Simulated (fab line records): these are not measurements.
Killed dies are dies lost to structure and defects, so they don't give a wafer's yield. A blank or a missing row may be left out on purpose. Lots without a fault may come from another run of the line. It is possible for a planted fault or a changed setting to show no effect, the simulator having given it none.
Matching of chambers ; flow n5 finfet ; pecvd-01 running N5_BEOL_M13_ILD_DEP_00: 3 sister chambers
The step deposits SiOC from DEMS/O2, target thk 837.92 nm, time 166.4 s. 27 wafers are shown with their chamber, then 12 later ones without.

== EACH WAFER AND ITS CHAMBER ==
wafer;chamber;throttle valve pct (%);showerhead plenum p Torr (Torr);heater power w (W)
L076.1;0;11.1;5.677;406
L076.2;2;12.0;5.682;355
L076.3;1;12.2;5.707;432
L076.4;0;11.3;5.676;442
L076.5;2;11.9;5.693;376
L076.6;1;12.4;5.693;345
L075.4;0;11.4;5.688;461
L075.5;2;11.9;5.687;357
L075.6;1;12.1;5.695;429
L079.2;1;12.2;5.698;451
L079.5;0;11.3;5.686;382
L079.6;1;12.2;5.688;352
L083.2;2;12.2;5.692;396
L083.3;1;12.3;5.706;386
L083.6;2;11.8;5.688;320
L082.2;1;12.1;5.697;391
L082.4;2;12.0;5.687;391
L082.5;1;12.3;5.711;419
L087.2;0;11.1;5.679;428
L087.4;1;12.4;5.707;391
L087.5;2;11.9;5.676;390
L093.1;1;12.4;5.689;394
L093.3;2;12.2;5.695;374
L093.6;1;12.2;5.692;416
L091.1;0;11.0;5.666;461
L091.2;2;11.7;5.708;392
L091.3;1;12.5;5.700;380

SIGNATURES (averages over the wafers above)
reading;chamber 0;chamber 1;chamber 2;scatter within a chamber
throttle valve pct;11.200;12.275;11.956;0.148
showerhead plenum p Torr;5.67867;5.69858;5.68978;0.00817
heater power w;430.00;398.83;372.33;29.6
Rule: for each reading, subtract the chamber's mean from the wafer's reading, divide by that reading's scatter and square the result; add these up over the readings and take the root, which gives the wafer's distance from the chamber. The wafer belongs to the nearest chamber; if the next one is less than 2 further off, it can't be placed. The scatter is the square root of a quotient: the sum, over the shown wafers, of each reading's squared deviation from its chamber's mean, divided by wafers minus chambers.

== WAFERS WITH NO CHAMBER GIVEN ==
wafer;throttle valve pct (%);showerhead plenum p Torr (Torr);heater power w (W)
L091.4;12.2;5.689;396
L091.5;11.4;5.690;472
L091.6;12.0;5.690;410
L095.2;11.0;5.680;469
L095.3;12.1;5.693;357
L095.6;12.0;5.681;424
L097.1;12.1;5.700;426
L097.3;11.3;5.682;467
L097.6;12.0;5.695;316
L096.4;12.3;5.703;395
L096.5;12.1;5.681;381
L096.6;11.3;5.698;474

== WHICH CHAMBER EACH WENT THROUGH ==
wafer;from the rows above;in truth
L091.4;can't be placed: 1 or 2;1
L091.5;0;0
L091.6;can't be placed: 2 or 1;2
L095.2;0;0
L095.3;can't be placed: 2 or 1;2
L095.6;can't be placed: 2 or 1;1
L097.1;can't be placed: 1 or 2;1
L097.3;0;0
L097.6;can't be placed: 2 or 1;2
L096.4;1;1
L096.5;can't be placed: 2 or 1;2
L096.6;0;0
Correct placement for 5 of the 12. Unplaceable from these rows: 7, with the true chamber sitting among the candidates in 7. Wrongly placed: 0.
